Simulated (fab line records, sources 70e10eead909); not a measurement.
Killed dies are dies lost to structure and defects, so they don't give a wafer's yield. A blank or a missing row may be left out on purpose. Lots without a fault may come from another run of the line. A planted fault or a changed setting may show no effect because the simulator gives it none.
Which tool did it? | flow nand_harc | 12 lots, 36 wafers sampled, at 4 steps of a route of 1159

WHAT THE GAUGES READ, wafer by wafer
NHARC_A_ONON_D1_THK_MEAS_24: measures by ellipsometry.
lot  | measured     | on            | thk_nm (nm)
L076 | day 8 07:17  | film_metro-02 | 989 990 988
L077 | day 8 14:41  | film_metro-02 | 997 994 995
L080 | day 9 10:05  | film_metro-02 | 988 988 990
L081 | day 9 20:45  | film_metro-02 | 1004 1004 1003
L083 | day 9 20:44  | film_metro-02 | 1006 1009 1007
L084 | day 10 12:36 | film_metro-01 | 1010 1011 1011
L087 | day 11 06:08 | film_metro-01 | 1002 1002 1001
L089 | day 11 21:50 | film_metro-01 | 991 988 988
L092 | day 12 01:20 | film_metro-01 | 1012 1012 1011
L093 | day 12 12:16 | film_metro-02 | 987 988 987
L095 | day 13 05:41 | film_metro-02 | 982 983 982
L096 | day 13 11:19 | film_metro-01 | 1016 1016 1019

WHICH TOOL RAN EACH LOT (tool, then ch and the chambers of the sampled wafers, then the start)
lot  | NHARC_P_BONDPAD_CMP_32        | NHARC_P_BONDPAD_DESCUM_11          | NHARC_A_ZERO_WELL_RTA_16
L076 | cmp-04 ch 0,2, day 6 16:46    | rie_diel-10 ch 0,3, day 6 17:40    | rtp_anneal-01 ch 0, day 6 22:48
L077 | cmp-03 ch 0,1,3, day 7 00:52  | rie_diel-10 ch 0,2,3, day 7 01:44  | rtp_anneal-02 ch 0, day 7 06:48
L080 | cmp-02 ch 2,3, day 7 19:08    | rie_diel-10 ch 1,2,3, day 7 20:10  | rtp_anneal-01 ch 0, day 8 01:26
L081 | cmp-04 ch 0,1,2, day 8 02:18  | rie_diel-10 ch 1,2, day 8 03:19    | rtp_anneal-02 ch 0, day 8 08:51
L083 | cmp-04 ch 0,3, day 8 05:37    | rie_diel-11 ch 1,2,3, day 8 06:31  | rtp_anneal-01 ch 0, day 8 12:19
L084 | cmp-04 ch 1,3, day 8 21:07    | rie_diel-10 ch 0,2,3, day 8 22:12  | rtp_anneal-02 ch 0, day 9 03:26
L087 | cmp-02 ch 0,2,3, day 9 15:38  | rie_diel-06 ch 0,2,3, day 9 16:32  | rtp_anneal-02 ch 0, day 9 21:39
L089 | cmp-04 ch 1,3, day 10 08:46   | rie_diel-10 ch 0,2,3, day 10 09:41 | rtp_anneal-02 ch 0, day 10 14:56
L092 | cmp-03 ch 0,2,3, day 10 12:29 | rie_diel-10 ch 2,3, day 10 13:32   | rtp_anneal-01 ch 0, day 10 19:25
L093 | cmp-02 ch 0,1,2, day 10 20:14 | rie_diel-10 ch 0,2,3, day 10 21:18 | rtp_anneal-02 ch 0, day 11 02:30
L095 | cmp-03 ch 1,2,3, day 11 12:53 | rie_diel-10 ch 0,3, day 11 13:47   | rtp_anneal-01 ch 0, day 11 19:05
L096 | cmp-03 ch 0,2,3, day 11 18:24 | rie_diel-11 ch 0,1,3, day 11 19:24 | rtp_anneal-01 ch 0, day 12 00:40
- NHARC_P_BONDPAD_CMP_32: polishes SiCN, target thk 200 nm.
- NHARC_P_BONDPAD_DESCUM_11: chemistry O2, time 3 s.
- NHARC_A_ZERO_WELL_RTA_16: time 10 s.

THE ANSWER, worked out from the rows above alone
Rule: what is usual is taken from the lots themselves. Put in order of their means at a reading, lots are off if they are a third of the lots or fewer, leave a main group of 4 or more, and stand apart from it by a gap of 3 or more times the standard deviation of the main group's means; of several such gaps the widest counts. A main group whose means are all the same, to the digits that the tables above print for the reading, isn't used. A lot without any number at a reading at which 4 lots or more have one is off too. The other lots that the step has rows for count as sound.
No lot is off at any reading shown: from this, nothing can be told.

WHAT THE SIMULATOR HAD PUT IN
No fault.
